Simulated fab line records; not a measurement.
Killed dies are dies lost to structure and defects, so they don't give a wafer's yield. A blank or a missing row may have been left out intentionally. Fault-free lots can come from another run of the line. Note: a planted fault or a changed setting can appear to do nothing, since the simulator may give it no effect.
Split-lot experiment :: flow n5_finfet :: on a route of 1938 steps: 7 lots, 39 wafers read

## THE SPLIT ITSELF
At N5_DUMMY_GATE_ETCH_31 (etches SiO2 in C4F6/O2, target depth 82.5 nm, time 27.5 s), the setting target_depth_a was moved away from the recipe's 825 angstrom on 12 of the 39 wafers read, by -12.9% to +9.7%. All remaining wafers had this setting at the recipe value.

The reading comes from the split's own step.

## THE READING
SOC_of_DUMMY_GATE_COAT_34.thk_nm (the simulator's own value, which no gauge read), in nm, at N5_DUMMY_GATE_ETCH_31 (etches SiO2 in C4F6/O2, target depth 82.5 nm, time 27.5 s). There is no usual value for it anywhere in the file. The 27 wafers here that ran the recipe average 51.8 nm, standard deviation 0.13 nm.

wafer: L076.1
tool, chamber at the split: rie_diel-01, 0
target_depth_a as run, angstrom: 825
against the recipe: recipe
SOC_of_DUMMY_GATE_COAT_34.thk_nm, nm: 51.8
against lot-mates on the recipe: -

wafer: L076.2
tool, chamber at the split: rie_diel-01, 3
target_depth_a as run, angstrom: 825
against the recipe: recipe
SOC_of_DUMMY_GATE_COAT_34.thk_nm, nm: 52
against lot-mates on the recipe: -

wafer: L076.3
tool, chamber at the split: rie_diel-01, 2
target_depth_a as run, angstrom: 825
against the recipe: recipe
SOC_of_DUMMY_GATE_COAT_34.thk_nm, nm: 51.8
against lot-mates on the recipe: -

wafer: L076.4
tool, chamber at the split: rie_diel-01, 2
target_depth_a as run, angstrom: 825
against the recipe: recipe
SOC_of_DUMMY_GATE_COAT_34.thk_nm, nm: 51.8
against lot-mates on the recipe: -

wafer: L076.5
tool, chamber at the split: rie_diel-01, 0
target_depth_a as run, angstrom: 825
against the recipe: recipe
SOC_of_DUMMY_GATE_COAT_34.thk_nm, nm: 51.8
against lot-mates on the recipe: -

wafer: L076.6
tool, chamber at the split: rie_diel-01, 3
target_depth_a as run, angstrom: 825
against the recipe: recipe
SOC_of_DUMMY_GATE_COAT_34.thk_nm, nm: 51.8
against lot-mates on the recipe: -

wafer: L083.1
tool, chamber at the split: rie_diel-01, 0
target_depth_a as run, angstrom: 825
against the recipe: recipe
SOC_of_DUMMY_GATE_COAT_34.thk_nm, nm: 51.8
against lot-mates on the recipe: -

wafer: L083.2
tool, chamber at the split: rie_diel-01, 2
target_depth_a as run, angstrom: 825
against the recipe: recipe
SOC_of_DUMMY_GATE_COAT_34.thk_nm, nm: 51.8
against lot-mates on the recipe: -

wafer: L083.3
tool, chamber at the split: rie_diel-01, 1
target_depth_a as run, angstrom: 825
against the recipe: recipe
SOC_of_DUMMY_GATE_COAT_34.thk_nm, nm: 52
against lot-mates on the recipe: -

wafer: L083.4
tool, chamber at the split: rie_diel-01, 3
target_depth_a as run, angstrom: 825
against the recipe: recipe
SOC_of_DUMMY_GATE_COAT_34.thk_nm, nm: 51.8
against lot-mates on the recipe: -

wafer: L083.5
tool, chamber at the split: rie_diel-01, 2
target_depth_a as run, angstrom: 825
against the recipe: recipe
SOC_of_DUMMY_GATE_COAT_34.thk_nm, nm: 51.8
against lot-mates on the recipe: -

wafer: L083.6
tool, chamber at the split: rie_diel-01, 1
target_depth_a as run, angstrom: 825
against the recipe: recipe
SOC_of_DUMMY_GATE_COAT_34.thk_nm, nm: 51.8
against lot-mates on the recipe: -

wafer: L084.1
tool, chamber at the split: rie_diel-02, 0
target_depth_a as run, angstrom: 718.3
against the recipe: -12.9%
SOC_of_DUMMY_GATE_COAT_34.thk_nm, nm: 52.6
against lot-mates on the recipe: +0.9

wafer: L084.2
tool, chamber at the split: rie_diel-02, 2
target_depth_a as run, angstrom: 825
against the recipe: recipe
SOC_of_DUMMY_GATE_COAT_34.thk_nm, nm: 51.8
against lot-mates on the recipe: -

wafer: L084.3
tool, chamber at the split: rie_diel-02, 1
target_depth_a as run, angstrom: 718.3
against the recipe: -12.9%
SOC_of_DUMMY_GATE_COAT_34.thk_nm, nm: 53
against lot-mates on the recipe: +1.3

wafer: L084.4
tool, chamber at the split: rie_diel-02, 0
target_depth_a as run, angstrom: 825
against the recipe: recipe
SOC_of_DUMMY_GATE_COAT_34.thk_nm, nm: 51.4
against lot-mates on the recipe: -

wafer: L084.5
tool, chamber at the split: rie_diel-02, 1
target_depth_a as run, angstrom: 718.3
against the recipe: -12.9%
SOC_of_DUMMY_GATE_COAT_34.thk_nm, nm: 52.6
against lot-mates on the recipe: +0.9

wafer: L084.6
tool, chamber at the split: rie_diel-02, 2
target_depth_a as run, angstrom: 825
against the recipe: recipe
SOC_of_DUMMY_GATE_COAT_34.thk_nm, nm: 51.8
against lot-mates on the recipe: -

wafer: L088.2
tool, chamber at the split: rie_diel-02, 1
target_depth_a as run, angstrom: 825
against the recipe: recipe
SOC_of_DUMMY_GATE_COAT_34.thk_nm, nm: 51.8
against lot-mates on the recipe: -

wafer: L088.5
tool, chamber at the split: rie_diel-02, 3
target_depth_a as run, angstrom: 825
against the recipe: recipe
SOC_of_DUMMY_GATE_COAT_34.thk_nm, nm: 51.6
against lot-mates on the recipe: -

wafer: L088.6
tool, chamber at the split: rie_diel-02, 0
target_depth_a as run, angstrom: 825
against the recipe: recipe
SOC_of_DUMMY_GATE_COAT_34.thk_nm, nm: 51.8
against lot-mates on the recipe: -

wafer: L090.1
tool, chamber at the split: rie_diel-01, 0
target_depth_a as run, angstrom: 825
against the recipe: recipe
SOC_of_DUMMY_GATE_COAT_34.thk_nm, nm: 51.8
against lot-mates on the recipe: -

wafer: L090.2
tool, chamber at the split: rie_diel-01, 3
target_depth_a as run, angstrom: 825
against the recipe: recipe
SOC_of_DUMMY_GATE_COAT_34.thk_nm, nm: 52
against lot-mates on the recipe: -

wafer: L090.3
tool, chamber at the split: rie_diel-01, 2
target_depth_a as run, angstrom: 719.3
against the recipe: -12.8%
SOC_of_DUMMY_GATE_COAT_34.thk_nm, nm: 53.2
against lot-mates on the recipe: +1.3

wafer: L090.4
tool, chamber at the split: rie_diel-01, 1
target_depth_a as run, angstrom: 825
against the recipe: recipe
SOC_of_DUMMY_GATE_COAT_34.thk_nm, nm: 51.8
against lot-mates on the recipe: -

wafer: L090.5
tool, chamber at the split: rie_diel-01, 1
target_depth_a as run, angstrom: 719.3
against the recipe: -12.8%
SOC_of_DUMMY_GATE_COAT_34.thk_nm, nm: 52.8
against lot-mates on the recipe: +0.9

wafer: L090.6
tool, chamber at the split: rie_diel-01, 0
target_depth_a as run, angstrom: 719.3
against the recipe: -12.8%
SOC_of_DUMMY_GATE_COAT_34.thk_nm, nm: 52.8
against lot-mates on the recipe: +0.9

wafer: L092.1
tool, chamber at the split: rie_diel-02, 2
target_depth_a as run, angstrom: 904.7
against the recipe: +9.7%
SOC_of_DUMMY_GATE_COAT_34.thk_nm, nm: 51.4
against lot-mates on the recipe: -0.4

wafer: L092.2
tool, chamber at the split: rie_diel-02, 1
target_depth_a as run, angstrom: 825
against the recipe: recipe
SOC_of_DUMMY_GATE_COAT_34.thk_nm, nm: 51.8
against lot-mates on the recipe: -

wafer: L092.3
tool, chamber at the split: rie_diel-02, 0
target_depth_a as run, angstrom: 904.7
against the recipe: +9.7%
SOC_of_DUMMY_GATE_COAT_34.thk_nm, nm: 50.8
against lot-mates on the recipe: -1.0

wafer: L092.4
tool, chamber at the split: rie_diel-02, 3
target_depth_a as run, angstrom: 825
against the recipe: recipe
SOC_of_DUMMY_GATE_COAT_34.thk_nm, nm: 51.6
against lot-mates on the recipe: -

wafer: L092.5
tool, chamber at the split: rie_diel-02, 2
target_depth_a as run, angstrom: 904.7
against the recipe: +9.7%
SOC_of_DUMMY_GATE_COAT_34.thk_nm, nm: 51
against lot-mates on the recipe: -0.8

wafer: L092.6
tool, chamber at the split: rie_diel-02, 1
target_depth_a as run, angstrom: 825
against the recipe: recipe
SOC_of_DUMMY_GATE_COAT_34.thk_nm, nm: 52
against lot-mates on the recipe: -

wafer: L093.1
tool, chamber at the split: rie_diel-02, 0
target_depth_a as run, angstrom: 771.7
against the recipe: -6.5%
SOC_of_DUMMY_GATE_COAT_34.thk_nm, nm: 52.4
against lot-mates on the recipe: +0.5

wafer: L093.2
tool, chamber at the split: rie_diel-02, 3
target_depth_a as run, angstrom: 825
against the recipe: recipe
SOC_of_DUMMY_GATE_COAT_34.thk_nm, nm: 51.8
against lot-mates on the recipe: -

wafer: L093.3
tool, chamber at the split: rie_diel-02, 2
target_depth_a as run, angstrom: 771.7
against the recipe: -6.5%
SOC_of_DUMMY_GATE_COAT_34.thk_nm, nm: 52.6
against lot-mates on the recipe: +0.7

wafer: L093.4
tool, chamber at the split: rie_diel-02, 1
target_depth_a as run, angstrom: 825
against the recipe: recipe
SOC_of_DUMMY_GATE_COAT_34.thk_nm, nm: 52
against lot-mates on the recipe: -

wafer: L093.5
tool, chamber at the split: rie_diel-02, 0
target_depth_a as run, angstrom: 825
against the recipe: recipe
SOC_of_DUMMY_GATE_COAT_34.thk_nm, nm: 52
against lot-mates on the recipe: -

wafer: L093.6
tool, chamber at the split: rie_diel-02, 3
target_depth_a as run, angstrom: 771.7
against the recipe: -6.5%
SOC_of_DUMMY_GATE_COAT_34.thk_nm, nm: 52.4
against lot-mates on the recipe: +0.5

FIT RESULTS
A straight line over all 39 wafers: SOC_of_DUMMY_GATE_COAT_34.thk_nm changes by -0.0802 nm for each +1% of target_depth_a; r = -0.94; the points scatter about the line by 0.17 nm.
The same after taking each lot's own level away (the mean of its wafers on the recipe; 39 wafers): -0.081 nm for each +1%; r = -0.96; scatter 0.14 nm.
That fit puts the effect of the largest move of target_depth_a on the reading at 1 nm.
From 51.67 to 51.93 nm: that is the span of the lots' own levels, equal to 2.0 times the standard deviation above.
The two slopes agree, so the slope changes little with the lot-to-lot level.
Check: +1.07 nm against its lot-mates is what the line predicts for one of the wafers moved furthest among these (-12.9%) when that wafer is left out of the fit. It came out at +0.933 nm against them.

## OTHER SPLITS ON THESE WAFERS
Note: prior to the reading, these wafers also went through further splits. Each is held against what the fit with the lots' levels taken away leaves over:
other split on the same wafers: N5_DUMMY_GATE_ETCH_37 source_w
wafers away from the commonest value: 15
r with SOC_of_DUMMY_GATE_COAT_34.thk_nm (lot level and that fit taken away): +0.12

## THE WHOLE CHAIN: every reading that the file lists as answering this split, in the file's order
step: N5_DUMMY_GATE_ETCH_31
what it does: etches SiO2 in C4F6/O2, target depth 82.5 nm, time 27.5 s
reading: etch.depth_nm (the simulator's own value, which no gauge read)
change (the file's fit): +0.884 nm for each +1% of the setting
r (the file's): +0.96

step: N5_DUMMY_GATE_ETCH_31
what it does: etches SiO2 in C4F6/O2, target depth 82.5 nm, time 27.5 s
reading: SOC_of_DUMMY_GATE_COAT_34.thk_nm (the simulator's own value, which no gauge read)
change (the file's fit): -0.0814 nm for each +1% of the setting
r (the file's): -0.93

## THE FILE'S OWN FIT
SOC_of_DUMMY_GATE_COAT_34.thk_nm changes by -0.0814 nm for each +1% of target_depth_a, r = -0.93.
